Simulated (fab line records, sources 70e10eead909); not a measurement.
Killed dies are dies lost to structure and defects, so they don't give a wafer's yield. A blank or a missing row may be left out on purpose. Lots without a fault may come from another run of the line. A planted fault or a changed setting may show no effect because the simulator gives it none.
A struck lot beside a sound one | flow nand_harc | 15 steps out of a route of 1302
Sound: wafers L364.1, L364.2, L364.4. Struck: wafers L356.1, L356.5, L356.6. The cause comes at the end.
At each step with rows: each side's tool, then ch and its chambers, then its first start. Under that, the readings that differ: sound wafers | struck wafers | difference of the means | sigmas: that difference in standard deviations of wafers without a fault.
alike: readings whose means differ by less than 2 such deviations, and words and numbers that are the same on both sides. not compared: withheld readings, readings that some wafer has no value for, bounds like >300 that may hide the same value, and numbers for which the record gives no deviation and whose values overlap.
The two part at a step that has a row with sigmas, a row that says differs or no value, or rows on one side only. Numbers that don't overlap but have no deviation are shown without sigmas and don't part them. A reading that every wafer of one side lacks parts them only if that side has two wafers or more.

NHARC_A_CONTACT_ETCH_138: etches the open film in C4F8/O2/Ar, time 311 s, target depth 1914 nm.
  sound on har_cap_etch-03 ch 0,1, day 31 10:36; struck on har_cap_etch-01 ch 0,1, day 28 04:31
  alike: oes_air_line_au
  not compared: rf_hours_counter_h
then, 1 step without rows for these wafers: NHARC_A_CONTACT_ETCH_139 (etches the open film in C4F8/O2/Ar, time 195 s, target depth 840 nm).
NHARC_A_CONTACT_ETCH_92: etches the open film in CH3F/O2, target depth 40 nm, time 85.7 s.
  sound on rie_diel-09 ch 1,2,3, day 31 11:25; struck on rie_diel-04 ch 1,2,3, day 28 05:20
  alike: ch3f_flow_sccm, drypump_motor_current_A, o2_flow_sccm, oes_product_au, rf_vpp_V, showerhead_plenum_p_Torr, throttle_valve_pct
  not compared: rf_hours_counter_h
then, 1 step without rows for these wafers: NHARC_A_CONTACT_ETCH_98 (etches the open film in C4F6/O2, target depth 20 nm, time 10 s).
NHARC_A_CONTACT_CD_MEAS_15:
  sound on cd_sem-01, day 31 11:38; struck on cd_sem-01, day 28 05:33
  alike: cd_nm
then, 3 steps without rows for these wafers: NHARC_A_CONTACT_STRIP_107 (strips in N2/H2); NHARC_A_CONTACT_STRIP_108 (strips in CF4/CHF3); NHARC_A_CONTACT_STRIP_109 (strips in O2/COS).
NHARC_A_CONTACT_ETCH_110: etches the open film in CF4/O2, target depth 60 nm, overetch 6 nm, time 33 s.
  sound on rie_diel-07 ch 0,1,3, day 31 12:02; struck on rie_diel-04 ch 0,1,3, day 28 06:37
  alike: drypump_motor_current_A, o2_flow_sccm, oes_product_au, rf_vpp_V, showerhead_plenum_p_Torr, throttle_valve_pct
  not compared: rf_hours_counter_h
NHARC_A_CONTACT_STRIP_26: strips in O2.
  sound on rie_diel-07 ch 0,1,3; struck on rie_diel-04 ch 0,3
  alike: drypump_motor_current_A, o2_flow_sccm, oes_product_au, rf_vpp_V, showerhead_plenum_p_Torr, throttle_valve_pct
  not compared: rf_hours_counter_h
then, 1 step without rows for these wafers: NHARC_A_CONTACT_STRIP_27 (strips in post etch residue remover, time 600 s).
NHARC_A_CONTACT_ALD_18: deposits TiN, target thk 3 nm, pulse time 1 s, ald cycles 150.
  sound on ald_metal-04 ch 2,3, day 31 12:44; struck on ald_metal-01 ch 0,1,3, day 28 07:26
  alike: heater_power_w, precursor_pulse_height_rel
  not compared: since_wet_clean_h
NHARC_A_CONTACT_CVD_19: deposits W, target thk 300 nm, time 802 s.
  sound on cvd_w-02 ch 0,1, day 31 12:58; struck on cvd_w-01 ch 0,1, day 28 08:36
  alike: heater_power_w, throttle_valve_pct
  not compared: since_wet_clean_h
NHARC_A_CONTACT_CMP_20: polishes, t overpolish 30 s, target thk 300 nm.
  sound on cmp-01 ch 0,1,2, day 31 13:53; struck on cmp-03 ch 0,2,3, day 28 09:39
  reading                | sound          | struck            | difference | sigmas
  time_to_endpoint_s (s) | 61.7 61.0 60.5 | 119.1 117.6 126.8 | +60.1      | +25
  alike: motor_current_A, overpolish_run_s
then, 1 step without rows for these wafers: NHARC_END_SORT_01.

WHERE THEY PART
Only at NHARC_A_CONTACT_CMP_20, within this record.

WHY: what the simulator had put in
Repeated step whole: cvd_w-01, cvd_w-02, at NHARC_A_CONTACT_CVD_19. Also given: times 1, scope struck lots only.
